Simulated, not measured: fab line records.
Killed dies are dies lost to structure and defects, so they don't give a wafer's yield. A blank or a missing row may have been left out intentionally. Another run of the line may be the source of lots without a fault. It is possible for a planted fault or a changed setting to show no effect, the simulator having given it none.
Matching of chambers + flow n5_finfet + N5_BEOL_M1_ETCH_77 on rie_diel-04: 4 sister chambers
The step etches underlayer in N2/H2, target depth 6.5 nm, time 5.2 s. 4 wafers are shown with their chamber, then 7 later ones without.

== WAFERS, EACH WITH ITS CHAMBER ==
| wafer  | chamber | throttle_valve_pct (%) |
|--------|---------|------------------------|
| L077.2 | 3       | 17.84                  |
| L081.3 | 1       | 17.77                  |
| L082.1 | 0       | 17.48                  |
| L082.2 | 2       | 17.93                  |

== WAFERS WHOSE CHAMBER IS MISSING ==
| wafer  | throttle_valve_pct (%) |
|--------|------------------------|
| L082.4 | 17.85                  |
| L089.1 | 17.49                  |
| L089.3 | 17.87                  |
| L089.5 | 17.86                  |
| L092.1 | 17.95                  |
| L092.2 | 17.88                  |
| L092.6 | 17.83                  |

== EACH ONE'S CHAMBER ==
| wafer  | from the rows above     | in truth                   |
|--------|-------------------------|----------------------------|
| L082.4 | 3                       | 3                          |
| L089.1 | 0                       | 0                          |
| L089.3 | can't be placed: 3 or 2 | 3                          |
| L089.5 | 3                       | 3                          |
| L092.1 | 2                       | 2                          |
| L092.2 | can't be placed: 3 or 2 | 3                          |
| L092.6 | 3                       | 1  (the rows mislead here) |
4 of 7 placed correctly. From these rows, 2 cannot be placed; in 2 the true chamber is one of the candidates. Wrongly placed: 1.
How it was worked out, from the rows above alone: a wafer's distance from a chamber is the root of the sum, over the readings, of the square of ((its reading less the chamber's mean) divided by the reading's scatter). The wafer belongs to the nearest chamber; if the next one is less than 2 further off, it can't be placed. A chamber's mean is the mean of its shown wafers. The scatter: root of mean squared gap, hidden wafer to nearest shown wafer, with one shown wafer a chamber.
